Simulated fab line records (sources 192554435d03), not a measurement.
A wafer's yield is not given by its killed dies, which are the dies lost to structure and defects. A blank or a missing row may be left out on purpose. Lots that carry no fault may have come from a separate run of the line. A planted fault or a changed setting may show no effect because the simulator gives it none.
Which of the tools did it? / flow n5Finfet / 33 wafers from 11 lots sampled at 4 of the route's 1938 steps

## WHAT THE GAUGES SHOWED, per wafer
N5_MIM_TOP_LITHO_INSPECT_12: inspects for defects (macro).
lot=L323; measured=day 14 15:51; on=defectInspect-02; rawDefectCount=0 4 6
lot=L326; measured=day 15 00:56; on=defectInspect-02; rawDefectCount=0 2 4
lot=L329; measured=day 15 12:40; on=defectInspect-02; rawDefectCount=1 2 5
lot=L332; measured=day 16 14:12; on=defectInspect-02; rawDefectCount=3 >300 3
lot=L335; measured=day 17 02:26; on=defectInspect-01; rawDefectCount=0 >300 4
lot=L337; measured=day 18 18:51; on=defectInspect-02; rawDefectCount=1 2 2
lot=L338; measured=day 18 19:02; on=defectInspect-01; rawDefectCount=1 3 1
lot=L343; measured=day 19 18:41; on=defectInspect-01; rawDefectCount=2 3 3
lot=L342; measured=day 19 19:06; on=defectInspect-01; rawDefectCount=4 3 5
lot=L344; measured=day 20 02:24; on=defectInspect-01; rawDefectCount=2 4 1
lot=L341; measured=day 20 13:45; on=defectInspect-02; rawDefectCount=0 1 0

## WHICH TOOL RAN EACH LOT (tool, then ch and the chambers of the sampled wafers, then the start)
lot=L323; N5_BEOL_M15_DEP_53=pecvd-04 ch 1,2, day 14 12:57; N5_MIM_TOP_ALD_02=aldHk-02 ch 0,1,3, day 14 15:00; N5_MIM_TOP_SPUTTER_03=pvdSputter-02, day 14 15:13
lot=L326; N5_BEOL_M15_DEP_53=pecvd-04 ch 0,1,2, day 14 19:31; N5_MIM_TOP_ALD_02=aldHk-02 ch 0,1, day 14 23:00; N5_MIM_TOP_SPUTTER_03=pvdSputter-02, day 15 00:19
lot=L329; N5_BEOL_M15_DEP_53=pecvd-02 ch 1,2, day 15 08:55; N5_MIM_TOP_ALD_02=aldHk-01 ch 0,1,2, day 15 11:00; N5_MIM_TOP_SPUTTER_03=pvdSputter-01, day 15 12:05
lot=L332; N5_BEOL_M15_DEP_53=pecvd-03 ch 0,1,2, day 16 10:18; N5_MIM_TOP_ALD_02=aldHk-02 ch 0,2,3, day 16 13:00; N5_MIM_TOP_SPUTTER_03=pvdSputter-01, day 16 13:38
lot=L335; N5_BEOL_M15_DEP_53=pecvd-03 ch 0,2, day 16 21:25; N5_MIM_TOP_ALD_02=aldHk-02 ch 1,2, day 16 23:00; N5_MIM_TOP_SPUTTER_03=pvdSputter-03, day 17 01:52
lot=L337; N5_BEOL_M15_DEP_53=pecvd-03 ch 1,2, day 18 12:58; N5_MIM_TOP_ALD_02=aldHk-03 ch 0,2,3, day 18 15:00; N5_MIM_TOP_SPUTTER_03=pvdSputter-03, day 18 18:17
lot=L338; N5_BEOL_M15_DEP_53=pecvd-03 ch 0,1,2, day 18 13:35; N5_MIM_TOP_ALD_02=aldHk-01 ch 1,2,3, day 18 15:00; N5_MIM_TOP_SPUTTER_03=pvdSputter-03, day 18 18:25
lot=L343; N5_BEOL_M15_DEP_53=pecvd-02 ch 1,2, day 19 12:46; N5_MIM_TOP_ALD_02=aldHk-03 ch 0,1,3, day 19 16:00; N5_MIM_TOP_SPUTTER_03=pvdSputter-03, day 19 18:07
lot=L342; N5_BEOL_M15_DEP_53=pecvd-02 ch 1,2, day 19 13:08; N5_MIM_TOP_ALD_02=aldHk-02 ch 0,2,3, day 19 16:00; N5_MIM_TOP_SPUTTER_03=pvdSputter-01, day 19 18:40
lot=L344; N5_BEOL_M15_DEP_53=pecvd-02 ch 0,1,2, day 19 22:22; N5_MIM_TOP_ALD_02=aldHk-01 ch 1,2, day 20 00:00; N5_MIM_TOP_SPUTTER_03=pvdSputter-01, day 20 01:49
lot=L341; N5_BEOL_M15_DEP_53=pecvd-02 ch 1,2, day 20 09:12; N5_MIM_TOP_ALD_02=aldHk-01 ch 0,2, day 20 11:00; N5_MIM_TOP_SPUTTER_03=pvdSputter-01, day 20 13:11
- N5_BEOL_M15_DEP_53: deposits SiCN from 3MS/NH3, target thk 50 nm, time 17.8 s.
- N5_MIM_TOP_ALD_02: deposits Al2O3, purge time 3 s, co reactant pulse time 3 s.
- N5_MIM_TOP_SPUTTER_03: material TiN, target thk 35 nm, time 89.7 s.

## THE ANSWER, worked out from the rows above alone
Rule: the lots themselves supply what counts as usual. Put in order of their means at a reading, lots are off if they are a third of the lots or fewer, leave a main group of 4 or more, and stand apart from it by a gap of 3 or more times the standard deviation of the main group's means; of several such gaps the widest counts. A main group whose means are all the same, to the digits that the tables above print for the reading, isn't used. A lot without any number at a reading at which 4 lots or more have one is off too. Any other lot the step has rows for is counted as sound.
No lot is off at any reading shown: from this, nothing can be told.

## WHAT HAD BEEN PUT IN BY THE SIMULATOR
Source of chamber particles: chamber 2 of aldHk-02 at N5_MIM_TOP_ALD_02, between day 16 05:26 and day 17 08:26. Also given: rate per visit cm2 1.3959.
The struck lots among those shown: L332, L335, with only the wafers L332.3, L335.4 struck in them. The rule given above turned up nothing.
